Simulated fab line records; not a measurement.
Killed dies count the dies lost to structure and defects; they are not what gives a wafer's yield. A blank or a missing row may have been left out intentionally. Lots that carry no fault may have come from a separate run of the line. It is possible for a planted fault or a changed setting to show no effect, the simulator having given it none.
Comparing a struck lot with a sound one + flow n5 finfet + 36 out of 1938 route steps
Sound: these wafers, L833.1, L833.2, L833.4. The struck wafers were L824.1, L824.3, L824.6. The cause is named last.
Order at every step that has rows: each side's tool, ch and its chambers, its first start. Under that, the readings that differ: sound wafers + struck wafers + difference of the means + sigmas: that difference in standard deviations of wafers without a fault.
alike: readings with means less than 2 such deviations apart, plus words and numbers identical on both sides. not compared: withheld readings, readings lacking a value on some wafer, bounds such as >300 that could conceal the same value, and numbers that have no deviation in the record and whose values overlap.
Wherever a step has rows on one side only, a row that says differs or no value, or a row with sigmas, the two part there. When numbers do not overlap yet have no deviation, they are printed without sigmas and do not part them. A reading that every wafer of one side lacks parts them only if that side has two wafers or more.

first, 9 steps without rows for these wafers: N5_BEOL_M4_ANNEAL_95 (time 240 s); N5_BEOL_M4_SPUTTER_96 (material Cu, target thk 4.5 nm, time 8.29 s); N5_BEOL_M4_ECD_50 (material Cu, target thk 300 nm); N5_BEOL_M4_ANNEAL_51 (time 90 s); N5_BEOL_M4_CMP_52 (polishes, stops on SiOC, t overpolish 6.8 s, target thk 40 nm); N5_BEOL_M4_PRE_CLEAN_60 (time 15 s); N5_BEOL_M4_CO_CAP_55 (material Co, precursor CCTBA/H2, target thk 2 nm, time 102.1 s); N5_BEOL_M4_PRE_CLEAN_56 (time 15 s); N5_BEOL_M4_DEP_57 (deposits SiCN from 3MS/NH3, target thk 8 nm, time 14 s).
N5_BEOL_M4_RC_MEAS_101:
  sound on prober-02 ch 0, day 13 06:28; struck on prober-01 ch 0, day 10 20:01
  alike: DIBL_N, DIBL_P, IOFF_N, IOFF_P, ION_N, ION_P, SS_N, SS_P, VT_N, VT_P
then, 24 steps without rows for these wafers: N5_BEOL_M5_ILD_DEP_00 (deposits SiCOH lowk from DEMS/porogen, target thk 140.64 nm, time 25.9 s); N5_BEOL_M5_CURE_79 (cures SiCOH lowk, time 240 s); N5_BEOL_M5_PECVD_70 (deposits SiO2 from TEOS/O2, target thk 16 nm, time 18 s); N5_BEOL_M5_HM_DEP_02 (deposits TiN, target thk 20 nm); N5_BEOL_M5_COAT_59 (time 60 s, resist thk 60 nm); N5_BEOL_M5_COAT_60 (time 60 s, resist thk 12 nm); N5_BEOL_M5_COAT_71 (time 60 s, resist thk 5 nm); N5_BEOL_M5_COAT_05 (resist thk 30 nm); N5_BEOL_M5_EBR_07; N5_BEOL_M5_SOFTBAKE_06 (time 60 s); N5_BEOL_M5_EXPOSE_08 (exposes mask M5, target cd 28 nm); N5_BEOL_M5_PEB_09 (peb time 60 s); N5_BEOL_M5_DEVELOP_10 (develop time 30 s); N5_BEOL_M5_DESCUM_16 (chemistry O2, time 7 s); N5_BEOL_M5_ETCH_72 (etches underlayer in N2/H2, target depth 6.5 nm, time 5.2 s); N5_BEOL_M5_ETCH_61 (etches SiARC in CF4, target depth 15.6 nm, time 26 s); N5_BEOL_M5_ETCH_62 (etches SOC in N2/H2, target depth 75 nm, overetch 15 nm, time 112.5 s); N5_BEOL_M5_STRIP_63 (strips in N2/H2); N5_BEOL_M5_STRIP_73 (strips in N2/H2); N5_BEOL_M5_STRIP_64 (strips in CF4); N5_BEOL_M5_HM_OPEN_17 (chemistry Cl2/BCl3, target TiN, target depth 20 nm, overetch 6 nm); N5_BEOL_M5_STRIP_19 (strips in O2); N5_BEOL_M5_COAT_65 (time 60 s, resist thk 60 nm); N5_BEOL_M5_COAT_66 (time 60 s, resist thk 12 nm).
N5_BEOL_M8_ETCH_41: etches SiCN in CH3F/O2, target depth 31.9 nm, time 57.8 s.
  sound on rie diel-06 ch 1,2,3, day 14 12:35; struck on rie diel-06 ch 0,2,3, day 12 05:08
  no value came back on the struck wafers for any of 9 readings (CH3F_flow_sccm (sccm), O2_flow_sccm (sccm) and others); on the sound wafers CH3F_flow_sccm (sccm) reads 29.75 30.11 30.00
-- record jumps: 3 days separate the struck wafers' starts on either side; left off in module BEOL_M8, taken up again in module PASSIVATION, whose first shown step is the route's number 1936 --
N5_PASSIVATION_PROBE_49:
  sound on prober-01, day 17 14:19; struck on prober-01, day 14 22:01
| reading                  | sound     | struck         | difference | sigmas      |
|--------------------------|-----------|----------------|------------|-------------|
| defect limited yield (%) | 92.5 91.2 | 0 0 0          | -92        | -66         |
| killed_at_M4_up          | 12 16     | 1104 1103 1113 | +1093      | +99 or more |
| killed dies              | 88 104    | 1180 1180 1180 | +1084      | +64         |
| killed on rim            | 13 11     | 152 152 152    | +140       | +34         |
| sort_bin_5_function (%)  | 4.4 5.0   | 97.5 96.9 97.1 | +92.5      | +99 or more |
| sort n pass              | 1092 1076 | 0 0 0          | -1084      | -64         |
| sort yield pct (%)       | 92.5 91.2 | 0 0 0          | -92        | -66         |
  alike: killed_at_M0_to_M3, killed at contacts, killed at front end, killed at other, killed open, killed short, sort_bin_6_memory

## WHERE THEY PART
At N5_BEOL_M8_ETCH_41 first; at N5_PASSIVATION_PROBE_49 last (within this record only).

WHY: what the simulator had put in
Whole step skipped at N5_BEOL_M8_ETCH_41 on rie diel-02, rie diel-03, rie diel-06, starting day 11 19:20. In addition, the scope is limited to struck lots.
